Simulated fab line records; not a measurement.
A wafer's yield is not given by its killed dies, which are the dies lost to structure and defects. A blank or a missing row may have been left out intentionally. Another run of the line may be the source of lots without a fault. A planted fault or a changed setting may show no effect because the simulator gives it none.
Matching of chambers | flow nand-harc | NHARC_A_BLC_DESCUM_15 on rie-diel-02: 4 sister chambers
The step chemistry O2, time 3 s. 22 wafers are shown with their chamber, then 11 later ones without.

== EACH WAFER AND ITS CHAMBER ==
wafer  | chamber | showerhead-plenum-p-Torr (Torr) | drypump-motor-current-A (A) | oes-product-au (a.u.)
L075.1 | 1       | 1.79                            | 6.1                         | 1.015
L075.3 | 2       | 1.88                            | 5.3                         | 1.000
L075.6 | 0       | 1.93                            | 5.5                         | 0.994
L076.1 | 3       | 1.77                            | 6.1                         | 1.005
L076.2 | 1       | 1.80                            | 6.1                         | 0.995
L076.5 | 1       | 1.80                            | 6.0                         | 0.998
L077.1 | 0       | 1.93                            | 5.5                         | 0.994
L077.3 | 1       | 1.79                            | 6.1                         | 1.003
L077.5 | 2       | 1.88                            | 5.4                         | 0.994
L080.1 | 0       | 1.93                            | 5.5                         | 0.999
L080.4 | 3       | 1.77                            | 6.2                         | 1.022
L080.5 | 1       | 1.79                            | 6.1                         | 1.004
L081.2 | 0       | 1.93                            | 5.5                         | 0.998
L081.3 | 1       | 1.79                            | 6.1                         | 1.002
L081.4 | 3       | 1.77                            | 6.2                         | 1.010
L082.2 | 2       | 1.87                            | 5.4                         | 1.012
L082.3 | 0       | 1.93                            | 5.5                         | 1.000
L082.6 | 0       | 1.93                            | 5.5                         | 0.998
L089.2 | 2       | 1.87                            | 5.3                         | 0.992
L089.3 | 0       | 1.93                            | 5.5                         | 0.999
L089.4 | 3       | 1.77                            | 6.1                         | 1.009
L092.2 | 0       | 1.93                            | 5.5                         | 1.000

SIGNATURES (means of the wafers above)
reading                  | chamber 0 | chamber 1 | chamber 2 | chamber 3 | scatter within a chamber
showerhead-plenum-p-Torr | 1.9300    | 1.7933    | 1.8750    | 1.7700    | 0.0036
drypump-motor-current-A  | 5.500     | 6.083     | 5.350     | 6.150     | 0.0397
oes-product-au           | 0.99775   | 1.00283   | 0.99950   | 1.01150   | 0.00615
Rule: for each reading, subtract the chamber's mean from the wafer's reading, divide by that reading's scatter and square the result; add these up over the readings and take the root, which gives the wafer's distance from the chamber. The wafer belongs to the nearest chamber; if the next one is less than 2 further off, it can't be placed. The scatter: take each reading less its chamber's mean, square it, sum over the shown wafers, divide by the number of wafers less the number of chambers, and take the root.

== WAFERS MISSING THEIR CHAMBER ==
wafer  | showerhead-plenum-p-Torr (Torr) | drypump-motor-current-A (A) | oes-product-au (a.u.)
L092.4 | 1.87                            | 5.3                         | 0.990
L092.5 | 1.79                            | 6.1                         | 1.006
L090.1 | 1.87                            | 5.3                         | 0.994
L090.2 | 1.79                            | 6.1                         | 0.998
L090.5 | 1.93                            | 5.5                         | 0.999
L096.1 | 1.79                            | 6.1                         | 1.010
L096.2 | 1.77                            | 6.2                         | 1.019
L096.4 | 1.87                            | 5.3                         | 0.979
L097.2 | 1.93                            | 5.5                         | 0.996
L097.3 | 1.77                            | 6.2                         | 1.015
L097.5 | 1.79                            | 6.0                         | 0.996

== WHICH CHAMBER EACH WENT THROUGH ==
wafer  | from the rows above | in truth
L092.4 | 2                   | 2
L092.5 | 1                   | 1
L090.1 | 2                   | 2
L090.2 | 1                   | 1
L090.5 | 0                   | 0
L096.1 | 1                   | 1
L096.2 | 3                   | 3
L096.4 | 2                   | 2
L097.2 | 0                   | 0
L097.3 | 3                   | 3
L097.5 | 1                   | 1
Correctly placed: 11 of 11. Can't be placed from these rows: 0. Placed wrongly: 0.
